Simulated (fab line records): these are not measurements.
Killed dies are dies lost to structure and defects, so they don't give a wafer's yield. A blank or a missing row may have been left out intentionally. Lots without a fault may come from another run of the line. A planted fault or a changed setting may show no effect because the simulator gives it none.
Matching of chambers    flow n5_finfet    4 sister chambers for N5_PASSIVATION_DESCUM_32 on rie_diel-04
The step chemistry O2, time 7.9 s. 14 wafers are shown with their chamber, then 7 later ones without.

WAFERS, EACH WITH ITS CHAMBER
wafer   chamber  showerhead_plenum_p_Torr (Torr)  throttle_valve_pct (%)  oes_product_au (a.u.)
L405.3  2        2.03                             20.15                   0.97
L405.5  1        2.17                             20.32                   0.68
L405.6  2        2.03                             20.15                   0.97
L406.2  2        2.03                             20.14                   0.96
L406.5  1        2.16                             20.33                   0.68
L406.6  2        2.03                             20.16                   0.95
L408.2  2        2.03                             20.15                   0.94
L408.3  3        2.03                             20.03                   0.87
L408.4  0        2.21                             20.53                   0.81
L409.3  3        2.03                             20.02                   0.86
L409.4  1        2.16                             20.34                   0.67
L409.6  3        2.03                             20.04                   0.85
L412.2  1        2.16                             20.35                   0.66
L412.4  0        2.21                             20.55                   0.82

SIGNATURES, as means of the wafers listed above
reading                   chamber 0  chamber 1  chamber 2  chamber 3  scatter within a chamber
showerhead_plenum_p_Torr  2.2100     2.1625     2.0300     2.0300     0.00274
throttle_valve_pct        20.5400    20.3350    20.1500    20.0300    0.0105
oes_product_au            0.8150     0.6725     0.9580     0.8600     0.011
Rule: a wafer's distance from a chamber is the root of the sum, over the readings, of the square of ((its reading less the chamber's mean) divided by the reading's scatter). The wafer belongs to the nearest chamber; if the next one is less than 2 further off, it can't be placed. The scatter: the root of (the sum of the squares of (reading less its chamber's mean) over the shown wafers, divided by (wafers less chambers)).

WAFERS WITH NO CHAMBER GIVEN
wafer   showerhead_plenum_p_Torr (Torr)  throttle_valve_pct (%)  oes_product_au (a.u.)
L412.6  2.21                             20.55                   0.82
L413.2  2.03                             20.04                   0.85
L413.3  2.21                             20.54                   0.81
L413.6  2.03                             20.04                   0.85
L426.3  2.15                             20.09                   0.86
L426.5  2.15                             20.09                   0.85
L426.6  2.01                             20.22                   0.84

EACH ONE'S CHAMBER
wafer   from the rows above  in truth
L412.6  0                    0
L413.2  3                    3
L413.3  0                    0
L413.6  3                    3
L426.3  1                    1
L426.5  1                    1
L426.6  2                    2
Correctly placed: 7 of 7. Can't be placed from these rows: 0. Wrongly placed: 0.
